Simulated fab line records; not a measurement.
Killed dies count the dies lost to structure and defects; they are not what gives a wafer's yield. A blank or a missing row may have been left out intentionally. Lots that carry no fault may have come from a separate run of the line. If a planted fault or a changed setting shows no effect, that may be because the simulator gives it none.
Split-lot study    flow n5Finfet    5 lots, 23 wafers read, on a route of 1938 steps

SPLIT DETAILS
At N5_BEOL_M2_EXPOSE_08 (exposes mask M2), the setting doseMj was moved away from the recipe's 41.25 on 8 of the 23 wafers read, by -5.1% to +2.0%. For the rest of the wafers, this setting stayed at what the recipe calls for.

FROM SPLIT TO READING: 1 step shown by the file between the two
- N5_BEOL_M2_DESCUM_16: chemistry O2, time 7 s (also split here: timeS)

THE READING
BEOL_M2.cdOffsetNm (the simulator's own value, which no gauge read), in nm, at N5_BEOL_M2_ETCH_74 (etches underlayer in N2/H2, target depth 6.5 nm, time 5.2 s). The file does not state a usual value for it. Average 0.2 nm, standard deviation 0.2 nm, over the 15 wafers here run with the recipe.

wafer   tool, chamber at the split  doseMj as run  against the recipe  BEOL_M2.cdOffsetNm, nm  against lot-mates on the recipe
L078.2  euvScanner-01, 0            41.25          recipe              0.2                     -
L078.3  euvScanner-01, 0            41.25          recipe              0.6                     -
L078.4  euvScanner-01, 0            41.25          recipe              0.4                     -
L078.5  euvScanner-01, 0            39.8           -3.5%               -0.4                    -0.8
L078.6  euvScanner-01, 0            39.8           -3.5%               -0.6                    -1.0
L079.1  euvScanner-02, 0            42.07          +2.0%               0.6                     +0.2
L079.2  euvScanner-02, 0            42.07          +2.0%               0.6                     +0.2
L079.4  euvScanner-02, 0            42.07          +2.0%               0.8                     +0.4
L079.5  euvScanner-02, 0            41.25          recipe              0.2                     -
L079.6  euvScanner-02, 0            41.25          recipe              0.6                     -
L080.1  euvScanner-02, 0            39.14          -5.1%               -1                      -1.1
L080.2  euvScanner-02, 0            39.14          -5.1%               -0.8                    -0.9
L080.4  euvScanner-02, 0            39.14          -5.1%               -0.8                    -0.9
L080.3  euvScanner-02, 0            41.25          recipe              -0.2                    -
L080.5  euvScanner-02, 0            41.25          recipe              0.4                     -
L082.1  euvScanner-01, 0            41.25          recipe              0                       -
L082.4  euvScanner-01, 0            41.25          recipe              0.2                     -
L082.6  euvScanner-01, 0            41.25          recipe              0.2                     -
L091.2  euvScanner-01, 0            41.25          recipe              0                       -
L091.3  euvScanner-01, 0            41.25          recipe              0.2                     -
L091.4  euvScanner-01, 0            41.25          recipe              0.2                     -
L091.5  euvScanner-01, 0            41.25          recipe              0.2                     -
L091.6  euvScanner-01, 0            41.25          recipe              0.2                     -

FIT RESULTS
A straight line over all 23 wafers: BEOL_M2.cdOffsetNm changes by +0.214 nm for each +1% of doseMj; r = +0.93; the points scatter about the line by 0.18 nm.
The same after taking each lot's own level away (the mean of its wafers on the recipe; 23 wafers): +0.193 nm for each +1%; r = +0.93; scatter 0.17 nm.
That fit puts the effect of the largest move of doseMj on the reading at 0.99 nm.
The span of the lots' own levels, 0.10 to 0.40 nm, comes to 1.5 times the standard deviation stated above.
So the slope is not independent of the lot-to-lot level: the two fits are not the same.
Check: -0.996 nm against its lot-mates is what the line predicts for one of the wafers moved furthest among these (-5.1%) when that wafer is left out of the fit. It came out at -1.1 nm against them.

FURTHER SPLITS ON THESE WAFERS
Before the reading, these wafers also passed through other splits. Each is held against what the fit with the lots' levels taken away leaves over:
other split on the same wafers          wafers away from the commonest value  r with BEOL_M2.cdOffsetNm (lot level and that fit taken away)
N5_MOL_CONTACT_COAG_CVD_140 targetThkA  10                                    -0.24
N5_BEOL_M0_SAQP_EXPOSE_37 doseMj        8                                     -0.16
N5_BEOL_M0_SAQP_ETCH_73 cf4FlowSccm     9                                     -0.09
N5_BEOL_M2_DESCUM_16 timeS              9                                     +0.31

FILE'S OWN FIT
BEOL_M2.cdOffsetNm changes by +0.203 nm for each +1% of doseMj, r = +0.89.
